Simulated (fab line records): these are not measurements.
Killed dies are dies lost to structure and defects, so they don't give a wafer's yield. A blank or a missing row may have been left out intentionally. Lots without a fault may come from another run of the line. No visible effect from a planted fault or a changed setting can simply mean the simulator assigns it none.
Chamber matching    flow n5-finfet    N5_DUMMY_GATE_ETCH_42 on rie-diel-05: 4 sister chambers
The step etches SiO2 in CHF3/O2, target depth 3.5 nm, time 31 s. 4 wafers are shown with their chamber, then 8 later ones without.

== WAFERS, EACH WITH ITS CHAMBER ==
wafer   chamber  showerhead-plenum-p-Torr (Torr)
L078.6  3        2.47
L084.5  0        2.34
L085.5  2        2.44
L087.1  1        2.46

== WAFERS MISSING THEIR CHAMBER ==
wafer   showerhead-plenum-p-Torr (Torr)
L087.5  2.33
L087.6  2.46
L089.1  2.33
L089.3  2.43
L089.5  2.46
L097.3  2.45
L097.4  2.43
L097.5  2.45

== WHICH CHAMBER EACH WENT THROUGH ==
wafer   from the rows above           in truth
L087.5  0                             0
L087.6  can't be placed: 1 or 3       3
L089.1  0                             0
L089.3  2                             2
L089.5  can't be placed: 1 or 3       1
L097.3  can't be placed: 1 or 2 or 3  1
L097.4  2                             2
L097.5  can't be placed: 1 or 2 or 3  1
Correct placement for 4 of the 8. These rows do not allow placing 4 (true chamber among the candidates in 4). Number placed wrongly: 0.
How it was worked out, from the rows above alone: a wafer's distance from a chamber is the root of the sum, over the readings, of the square of ((its reading less the chamber's mean) divided by the reading's scatter). The wafer belongs to the nearest chamber; if the next one is less than 2 further off, it can't be placed. For every chamber, the mean is computed from those of its wafers that are shown. The scatter (one wafer shown for each chamber): square how far every hidden wafer sits from the nearest shown wafer, average those squares and take the square root.
